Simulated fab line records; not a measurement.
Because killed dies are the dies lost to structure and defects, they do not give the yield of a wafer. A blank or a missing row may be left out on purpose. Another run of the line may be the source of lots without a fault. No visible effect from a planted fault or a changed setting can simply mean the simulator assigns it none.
Comparing a struck lot with a sound one    flow n5Finfet    19 steps out of a route of 1938
Sound: the wafers L484.1, L484.3, L484.6. Wafers struck: L495.1, L495.5, L495.6. The cause comes at the end.
Order at every step that has rows: each side's tool, ch and its chambers, its first start. Under that, the readings that differ: sound wafers    struck wafers    difference of the means    sigmas: that difference in standard deviations of wafers without a fault.
alike: a reading whose means differ by less than 2 such deviations, as well as words and numbers matching on both sides. not compared: withheld readings; readings where some wafer has no value; bounds like >300 that might hide an equal value; numbers whose values overlap and for which the record gives no deviation.
A row with sigmas, a row that says differs or no value, or rows on one side alone: a step with any of these is where the two part. When numbers do not overlap yet have no deviation, they are printed without sigmas and do not part them. A reading missing from all wafers of one side parts the sides only when that side holds two or more wafers.

N5_WELL_APT_RTA_34: time 10 s.
  sound on rtpAnneal-02 ch 0, day 4 03:55; struck on rtpAnneal-02 ch 0, day 6 22:01
  alike: annealTempCMax, lampPowerPct, wafer_temp_C_max
then, 4 steps without rows for these wafers: N5_WELL_APT_OXIDE_STRIP_42 (strips SiO2 in dHF, time 45 s, target depth 12 nm); N5_WELL_APT_PRECLEAN_36 (cleans in O3/DIW, time 45 s); N5_WELL_APT_PRECLEAN_39 (cleans in dHF, time 60 s); N5_WELL_APT_SRD_37 (time 30 s).
N5_WELL_APT_EPI_41: deposits Si from SiH4/H2, target thk 50 nm, time 297.7 s.
  sound on epiRpcvd-03 ch 0, day 4 04:10; struck on epiRpcvd-01 ch 0, day 6 22:15
reading               sound           struck          difference  sigmas
throttleValvePct (%)  10.4 10.3 10.6  11.4 11.6 11.6  +1.1        +2
  alike: susceptor_temp_C_max
N5_WELL_APT_INSPECT_38: inspects for defects (darkfield).
  sound: defectInspect-01 at day 4 04:48; struck: defectInspect-02 at day 6 23:22
  alike: rawDefectCount
N5_PMOS_HMC_CHANNEL_EPI_HM_DEP_34: deposits SiO2 from TEOS/O2, target thk 36 nm, time 6.9 s.
  sound on pecvd-01 ch 0,1, day 4 04:50; struck on pecvd-01 ch 0,1,2, day 6 23:23
  alike: heaterPowerW, showerheadPlenumPTorr, throttleValvePct
then, 4 steps without rows for these wafers: N5_PMOS_HMC_CHANNEL_EPI_COAT_31 (time 60 s, resist thk 66 nm); N5_PMOS_HMC_CHANNEL_EPI_COAT_03 (resist thk 205 nm); N5_PMOS_HMC_CHANNEL_EPI_EBR_05; N5_PMOS_HMC_CHANNEL_EPI_SOFTBAKE_04 (time 60 s).
N5_PMOS_HMC_CHANNEL_EPI_EXPOSE_06: exposes mask PMOS HMC BLK, target cd 240 nm.
  sound on arfiScanner-02 ch 0, day 4 05:08; struck on arfiScanner-03 ch 0, day 6 23:40
reading                                     sound                 struck             difference  sigmas
model.PMOS_HMC_CHANNEL_EPI.overlayXNm (nm)  0.1591 0.1591 0.1591  45.64 45.64 45.64  +45.48      
  alike: mask
then, 2 steps without rows for these wafers: N5_PMOS_HMC_CHANNEL_EPI_PEB_07 (peb time 60 s); N5_PMOS_HMC_CHANNEL_EPI_DEVELOP_08 (develop time 30 s).
N5_PMOS_HMC_CHANNEL_EPI_CD_MEAS_09: the cd target is 237.4 nm.
  sound on cdSem-02 ch 0, day 4 05:15; struck on cdSem-03 ch 0, day 6 23:48
  alike: cdNm
N5_PMOS_HMC_CHANNEL_EPI_OVL_MEAS_10:
  sound on overlay-01 ch 0, day 4 05:17; struck on overlay-01 ch 0, day 6 23:50
reading                sound        struck          difference  sigmas
PMOS_HMC_BLK_OVL (nm)  0.5 0.5 0.2  48.0 47.4 46.2  +46.8       +62
N5_PMOS_HMC_CHANNEL_EPI_INSPECT_11: inspects for defects (macro).
  sound: defectInspect-01 at day 4 05:19; struck: defectInspect-02 at day 6 23:52
  alike: rawDefectCount
-- here the record skips 7 days between the struck wafers' starts before and after, leaving off in module PMOS_HMC_CHANNEL_EPI and picking up in module BEOL_M4 (first step shown: number 1111 of the route) --
N5_BEOL_M4_RC_MEAS_101:
  sound on prober-01 ch 0, day 11 03:49; struck on prober-01 ch 0, day 13 16:14
  alike: DIBL_N, DIBL_P, IOFF_N, IOFF_P, ION_N, ION_P, SS_N, SS_P, VT_N, VT_P

== WHERE THEY PART ==
First at N5_WELL_APT_EPI_41; last, within this record, at N5_PMOS_HMC_CHANNEL_EPI_OVL_MEAS_10. Later steps at which nothing parts them and some readings are alike: N5_PMOS_HMC_CHANNEL_EPI_INSPECT_11, N5_BEOL_M4_RC_MEAS_101.

WHY: whatever the simulator had introduced
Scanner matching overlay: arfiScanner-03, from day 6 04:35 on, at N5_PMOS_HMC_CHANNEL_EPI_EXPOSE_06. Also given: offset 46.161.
